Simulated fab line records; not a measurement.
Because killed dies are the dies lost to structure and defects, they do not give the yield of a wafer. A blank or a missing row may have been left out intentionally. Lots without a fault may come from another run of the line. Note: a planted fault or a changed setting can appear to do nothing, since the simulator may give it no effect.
Which tool was responsible? | flow n5Finfet | Sampling: 24 lots, 72 wafers, 2 of 1938 route steps

== WHAT THE GAUGES SHOWED, per wafer ==
N5_BEOL_M1_OVL_MEAS_29. Usual: V0_OVL gives -0.7 nm (standard deviation 0.79).
lot  | measured     | on         | V0_OVL (nm)    | flag
L074 | day 6 08:11  | overlay-01 | 0.1 0.2 -0.3   | 
L076 | day 7 14:11  | overlay-01 | -0.3 -1.6 0.1  | 
L075 | day 7 16:40  | overlay-02 | -0.3 0.0 -1.4  | 
L077 | day 7 16:43  | overlay-01 | -0.9 -1.1 -1.4 | 
L078 | day 7 16:46  | overlay-02 | -0.3 0.1 -1.4  | 
L079 | day 7 23:13  | overlay-01 | 0.8 0.0 -0.6   | 
L080 | day 8 03:34  | overlay-02 | -2.1 -1.6 -1.5 | 
L081 | day 8 07:51  | overlay-02 | -0.1 -0.7 -1.6 | 
L082 | day 8 10:01  | overlay-01 | -1.9 -0.7 -2.2 | 
L083 | day 8 16:47  | overlay-01 | -1.2 -1.6 -1.3 | 
L084 | day 9 06:42  | overlay-02 | -0.6 -1.5 0.2  | 
L085 | day 9 10:32  | overlay-01 | 0.8 0.9 -0.2   | 
L086 | day 9 19:35  | overlay-01 | -0.8 -0.7 -0.6 | 
L087 | day 9 19:51  | overlay-02 | -1.5 -2.1 -1.3 | 
L088 | day 10 02:33 | overlay-02 | 0.3 1.0 0.4    | 
L089 | day 10 07:53 | overlay-01 | 0.8 -0.7 -1.1  | 
L090 | day 10 13:38 | overlay-01 | -1.7 -1.0 -1.2 | 
L091 | day 10 19:02 | overlay-02 | 0.3 0.2 1.0    | 
L092 | day 11 02:26 | overlay-02 | -1.3 -0.1 -1.6 | 
L093 | day 11 10:14 | overlay-01 | -1.2 -0.6 -1.6 | 
L095 | day 11 21:48 | overlay-02 | -0.3 -0.2 -0.1 | 
L097 | day 11 22:04 | overlay-01 | -0.5 -0.5 -1.4 | 
L096 | day 11 23:20 | overlay-02 | -0.2 -0.8 -1.7 | 
L094 | day 12 07:48 | overlay-02 | -1.3 -1.2 -1.0 | 

N5_BEOL_M1_INSPECT_30: inspects for defects (brightfield). Usual: rawDefectCount 437, standard deviation 94.
lot  | measured     | on               | rawDefectCount | flag
L074 | day 6 08:14  | defectInspect-02 | 535 481 446    | 
L076 | day 7 14:15  | defectInspect-01 | 387 324 309    | 
L075 | day 7 16:43  | defectInspect-01 | 549 533 673    | 
L077 | day 7 16:46  | defectInspect-01 | 508 548 743    | 
L078 | day 7 16:50  | defectInspect-01 | 462 316 368    | 
L079 | day 7 23:17  | defectInspect-01 | 341 317 286    | 
L080 | day 8 03:37  | defectInspect-01 | 346 429 401    | 
L081 | day 8 07:55  | defectInspect-01 | 492 502 435    | 
L082 | day 8 10:03  | defectInspect-02 | 304 371 491    | 
L083 | day 8 16:51  | defectInspect-02 | 285 325 454    | 
L084 | day 9 06:45  | defectInspect-01 | 552 668 357    | 
L085 | day 9 10:34  | defectInspect-02 | 415 462 466    | 
L086 | day 9 19:38  | defectInspect-01 | 350 464 704    | 
L087 | day 9 19:53  | defectInspect-01 | 271 460 503    | 
L088 | day 10 02:36 | defectInspect-01 | 568 533 710    | 
L089 | day 10 07:56 | defectInspect-02 | 472 498 395    | 
L090 | day 10 13:41 | defectInspect-02 | 380 381 506    | 
L091 | day 10 19:06 | defectInspect-01 | 545 434 499    | 
L092 | day 11 02:29 | defectInspect-01 | 270 360 281    | 
L093 | day 11 10:17 | defectInspect-01 | 369 392 431    | 
L095 | day 11 21:52 | defectInspect-02 | 318 456 373    | 
L097 | day 11 22:07 | defectInspect-02 | 475 416 513    | 
L096 | day 11 23:24 | defectInspect-02 | 375 327 309    | 
L094 | day 12 07:52 | defectInspect-01 | 451 427 499    | 

== EACH LOT AND THE TOOL THAT RAN IT (in order: tool; ch and the chambers of the sampled wafers; start) ==
There is no process step in the record ahead of these readings.

== AS READ BY THE TOOLS THEMSELVES (means over the sampled wafers that have a number; for cases with no such wafer, the mark the record gives instead) ==
The record holds no such reading with a usual standard deviation.

== THE ANSWER, worked out from the rows above alone ==
Rule: a lot counts as off when the mean over its wafers that have a number is more than 3 standard deviations away from the usual mean. Also off: a lot with no number at a reading for which 4 or more lots have one. Any other lot the step has rows for is counted as sound. First the gauges in route order, then the tools' own readings, where a lot's mean is used as printed above. At the first step where some lot is off, the reading lying furthest off is the one used; lots without a number count as furthest.
Nothing can be told from this: no lot is off at any reading shown.

== WHAT WAS PUT IN BY THE SIMULATOR ==
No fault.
